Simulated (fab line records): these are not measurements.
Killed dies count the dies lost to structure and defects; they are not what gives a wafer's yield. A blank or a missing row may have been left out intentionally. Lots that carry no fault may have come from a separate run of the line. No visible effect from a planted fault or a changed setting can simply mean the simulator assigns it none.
Which tool did it? + flow nand_harc + 11 lots, 33 wafers sampled, at 6 steps of a route of 1159

WHAT THE GAUGES SHOWED, per wafer
NHARC_P_CONTACT_CD_MEAS_12: target cd 90 nm. Usual: cd_nm 89.9 nm, standard deviation 0.51.
| lot  | measured     | on        | cd_nm (nm)     | flag |
|------|--------------|-----------|----------------|------|
| L782 | day 5 17:36  | cd_sem-03 | 89.3 89.6 89.4 |      |
| L783 | day 6 02:44  | cd_sem-02 | 91.9 91.4 91.2 | OFF  |
| L787 | day 6 18:16  | cd_sem-03 | 91.0 89.9 90.4 |      |
| L795 | day 8 21:07  | cd_sem-02 | 89.7 89.4 89.7 |      |
| L794 | day 9 02:08  | cd_sem-01 | 89.4 90.2 89.5 |      |
| L796 | day 9 05:07  | cd_sem-02 | 89.8 88.7 88.6 |      |
| L798 | day 9 16:26  | cd_sem-03 | 89.9 90.0 90.0 |      |
| L799 | day 9 20:12  | cd_sem-01 | 89.9 89.8 89.7 |      |
| L802 | day 10 11:56 | cd_sem-01 | 89.7 90.4 90.3 |      |
| L801 | day 10 12:14 | cd_sem-02 | 89.5 89.3 89.7 |      |
| L805 | day 11 02:34 | cd_sem-03 | 89.9 90.4 89.6 |      |

NHARC_END_SORT_01. Usual: killed_at_array 27, standard deviation 9.3; killed_at_other 0.9, standard deviation 1.3; killed_at_periphery 3.6, standard deviation 2.7; killed_dies 31, standard deviation 9.7; killed_open 3.3, standard deviation 1.8; killed_short 2.0, standard deviation 1.5.
| lot  | measured     | on        | killed_at_array | killed_at_other | killed_at_periphery | killed_dies | killed_open | killed_short | flag |
|------|--------------|-----------|-----------------|-----------------|---------------------|-------------|-------------|--------------|------|
| L794 | day 23 03:10 | prober-02 | 31 28 29        | 1 0 1           | 4 1 1               | 36 29 31    | 4 6 1       | 2 0 3        |      |

EACH LOT AND THE TOOL THAT RAN IT (in order: tool; ch and the chambers of the sampled wafers; start)
| lot  | NHARC_P_GATE_DEGAS_109       | NHARC_P_CONTACT_EXPOSE_09          | NHARC_P_CONTACT_DESCUM_17          | NHARC_P_CONTACT_STRIP_28           |
|------|------------------------------|------------------------------------|------------------------------------|------------------------------------|
| L782 | pvd_sputter-01, day 5 15:10  | arfi_scanner-03 ch 0, day 5 17:28  | rie_diel-02 ch 0,1, day 5 17:47    | rie_diel-13 ch 0,1,3, day 5 18:46  |
| L783 | pvd_sputter-01, day 6 00:01  | arfi_scanner-03 ch 0, day 6 02:35  | rie_diel-04 ch 0,1,3, day 6 02:55  | rie_diel-02 ch 0,1,2, day 6 03:53  |
| L787 | pvd_sputter-03, day 6 15:49  | arfi_scanner-03 ch 0, day 6 18:07  | rie_diel-02 ch 0,1,3, day 6 18:27  | rie_diel-04 ch 0,2,3, day 6 19:23  |
| L795 | pvd_sputter-03, day 8 18:14  | arfi_scanner-01 ch 0, day 8 20:58  | rie_diel-13 ch 0,1,3, day 8 21:19  | rie_diel-04 ch 0,1,2, day 8 22:14  |
| L794 | pvd_sputter-02, day 8 23:34  | arfi_scanner-03 ch 0, day 9 02:01  | rie_diel-04 ch 0,1,3, day 9 02:25  | rie_diel-02 ch 0,1,2, day 9 03:22  |
| L796 | pvd_sputter-02, day 9 02:41  | arfi_scanner-03 ch 0, day 9 04:59  | rie_diel-04 ch 0,2,3, day 9 05:19  | rie_diel-02 ch 0,2, day 9 06:15    |
| L798 | pvd_sputter-01, day 9 13:50  | arfi_scanner-03 ch 0, day 9 16:17  | rie_diel-04 ch 0,1,3, day 9 16:38  | rie_diel-04 ch 0,1,3, day 9 17:35  |
| L799 | pvd_sputter-01, day 9 17:38  | arfi_scanner-01 ch 0, day 9 20:04  | rie_diel-04 ch 0,1,2, day 9 20:23  | rie_diel-02 ch 0,2,3, day 9 21:20  |
| L802 | pvd_sputter-01, day 10 09:24 | arfi_scanner-02 ch 0, day 10 11:47 | rie_diel-02 ch 1,2,3, day 10 12:07 | rie_diel-02 ch 0,2, day 10 13:07   |
| L801 | pvd_sputter-01, day 10 09:47 | arfi_scanner-02 ch 0, day 10 12:07 | rie_diel-04 ch 0,2,3, day 10 12:26 | rie_diel-02 ch 0,1,2, day 10 13:26 |
| L805 | pvd_sputter-01, day 10 23:47 | arfi_scanner-02 ch 0, day 11 02:26 | rie_diel-02 ch 0,3, day 11 02:46   | rie_diel-13 ch 0,1,3, day 11 03:44 |
- NHARC_P_GATE_DEGAS_109: time 60 s.
- NHARC_P_CONTACT_EXPOSE_09: exposes mask P CA, target cd 90 nm.
- NHARC_P_CONTACT_DESCUM_17: chemistry O2, time 3 s.
- NHARC_P_CONTACT_STRIP_28: strips in O2.

WHAT THE TOOLS THEMSELVES READ (means of the sampled wafers that have a number; where no wafer has one, the mark that the record gives instead)
NHARC_P_GATE_DEGAS_109. Usual: heater_power_w 426 W, standard deviation 37; susceptor_temp_C 300.01 C, standard deviation 0.18.
| lot  | tool           | heater_power_w (W) | susceptor_temp_C (C) | flag |
|------|----------------|--------------------|----------------------|------|
| L782 | pvd_sputter-01 | 412                | 299.93               |      |
| L783 | pvd_sputter-01 | 415                | 300.16               |      |
| L787 | pvd_sputter-03 | 407                | 299.95               |      |
| L795 | pvd_sputter-03 | 435                | 300.07               |      |
| L794 | pvd_sputter-02 | 433                | 300.15               |      |
| L796 | pvd_sputter-02 | 466                | 299.85               |      |
| L798 | pvd_sputter-01 | 432                | 299.92               |      |
| L799 | pvd_sputter-01 | 417                | 300.09               |      |
| L802 | pvd_sputter-01 | 417                | 299.96               |      |
| L801 | pvd_sputter-01 | 423                | 299.95               |      |
| L805 | pvd_sputter-01 | 406                | 299.88               |      |

NHARC_P_CONTACT_EXPOSE_09. Usual: reticle_temp_C 23.01 C, standard deviation 0.1.
| lot  | tool            | reticle_temp_C (C) | flag |
|------|-----------------|--------------------|------|
| L782 | arfi_scanner-03 | 23.10              |      |
| L783 | arfi_scanner-03 | 22.85              |      |
| L787 | arfi_scanner-03 | 22.87              |      |
| L795 | arfi_scanner-01 | 22.99              |      |
| L794 | arfi_scanner-03 | 23.03              |      |
| L796 | arfi_scanner-03 | 23.18              |      |
| L798 | arfi_scanner-03 | 22.79              |      |
| L799 | arfi_scanner-01 | 23.04              |      |
| L802 | arfi_scanner-02 | 23.03              |      |
| L801 | arfi_scanner-02 | 23.05              |      |
| L805 | arfi_scanner-02 | 23.05              |      |

NHARC_P_CONTACT_DESCUM_17. Usual: drypump_motor_current_A 5.6 A, standard deviation 0.49; oes_product_au 1.000 a.u., standard deviation 0.0096; rf_vpp_V 57.6 V, standard deviation 0.98; showerhead_plenum_p_Torr 1.90 Torr, standard deviation 0.094; throttle_valve_pct 11.310 %, standard deviation 0.0094.
| lot  | tool        | drypump_motor_current_A (A) | oes_product_au (a.u.) | rf_vpp_V (V) | showerhead_plenum_p_Torr (Torr) | throttle_valve_pct (%) | flag |
|------|-------------|-----------------------------|-----------------------|--------------|---------------------------------|------------------------|------|
| L782 | rie_diel-02 | 5.7                         | 1.000                 | 57.4         | 1.85                            | 11.312                 |      |
| L783 | rie_diel-04 | 5.3                         | 1.000                 | 57.2         | 1.85                            | 11.310                 |      |
| L787 | rie_diel-02 | 5.8                         | 0.992                 | 57.2         | 1.91                            | 11.310                 |      |
| L795 | rie_diel-13 | 5.9                         | 0.995                 | 57.5         | 1.86                            | 11.305                 |      |
| L794 | rie_diel-04 | 5.3                         | 1.001                 | 57.2         | 1.85                            | 11.316                 |      |
| L796 | rie_diel-04 | 5.6                         | 1.007                 | 57.2         | 1.88                            | 11.319                 |      |
| L798 | rie_diel-04 | 5.3                         | 1.001                 | 57.5         | 1.85                            | 11.311                 |      |
| L799 | rie_diel-04 | 5.3                         | 1.000                 | 57.1         | 1.92                            | 11.314                 |      |
| L802 | rie_diel-02 | 6.0                         | 1.003                 | 58.6         | 1.90                            | 11.310                 |      |
| L801 | rie_diel-04 | 5.6                         | 1.008                 | 57.8         | 1.88                            | 11.306                 |      |
| L805 | rie_diel-02 | 5.7                         | 0.992                 | 59.0         | 1.97                            | 11.319                 |      |

NHARC_P_CONTACT_STRIP_28. Usual: drypump_motor_current_A 5.8 A, standard deviation 0.42; oes_product_au 0.999 a.u., standard deviation 0.01; rf_vpp_V 57.7 V, standard deviation 0.93; showerhead_plenum_p_Torr 3.50 Torr, standard deviation 0.15; throttle_valve_pct 17.037 %, standard deviation 0.0086.
| lot  | tool        | drypump_motor_current_A (A) | oes_product_au (a.u.) | rf_vpp_V (V) | showerhead_plenum_p_Torr (Torr) | throttle_valve_pct (%) | flag |
|------|-------------|-----------------------------|-----------------------|--------------|---------------------------------|------------------------|------|
| L782 | rie_diel-13 | 5.9                         | 1.002                 | 57.0         | 3.45                            | 17.041                 |      |
| L783 | rie_diel-02 | 5.9                         | 1.008                 | 57.4         | 3.41                            | 17.039                 |      |
| L787 | rie_diel-04 | 5.6                         | 1.004                 | 57.4         | 3.47                            | 17.033                 |      |
| L795 | rie_diel-04 | 5.3                         | 0.999                 | 58.0         | 3.55                            | 17.037                 |      |
| L794 | rie_diel-02 | 5.9                         | 0.999                 | 58.4         | 3.41                            | 17.037                 |      |
| L796 | rie_diel-02 | 6.0                         | 0.990                 | 56.4         | 3.40                            | 17.039                 |      |
| L798 | rie_diel-04 | 5.4                         | 1.003                 | 58.5         | 3.42                            | 17.033                 |      |
| L799 | rie_diel-02 | 5.9                         | 0.993                 | 58.5         | 3.51                            | 17.040                 |      |
| L802 | rie_diel-02 | 6.0                         | 0.992                 | 57.2         | 3.39                            | 17.035                 |      |
| L801 | rie_diel-02 | 5.9                         | 0.997                 | 57.6         | 3.40                            | 17.034                 |      |
| L805 | rie_diel-13 | 5.9                         | 1.003                 | 57.5         | 3.43                            | 17.034                 |      |

THE ANSWER, worked out from the rows above alone
Rule: take the mean of a lot's wafers that have a number; if it is more than 3 standard deviations from the usual mean, the lot is off. A lot without any number at a reading at which 4 lots or more have one is off too. The other lots that the step has rows for count as sound. First the gauges in route order, then the tools' own readings, where a lot's mean is used as printed above. The first step at which some lot is off is used, and at that step the reading that is off furthest; a lot without a number counts as furthest.
Off at NHARC_P_CONTACT_CD_MEAS_12 (cd_nm): L783.
A tool fits if, at a process step before that reading, it ran every lot that is off, and no sound lot after the first of them. The gauges at NHARC_P_CONTACT_CD_MEAS_12 are tried like those tools. Of those tried, none fits.

WHAT THE SIMULATOR HAD PUT IN
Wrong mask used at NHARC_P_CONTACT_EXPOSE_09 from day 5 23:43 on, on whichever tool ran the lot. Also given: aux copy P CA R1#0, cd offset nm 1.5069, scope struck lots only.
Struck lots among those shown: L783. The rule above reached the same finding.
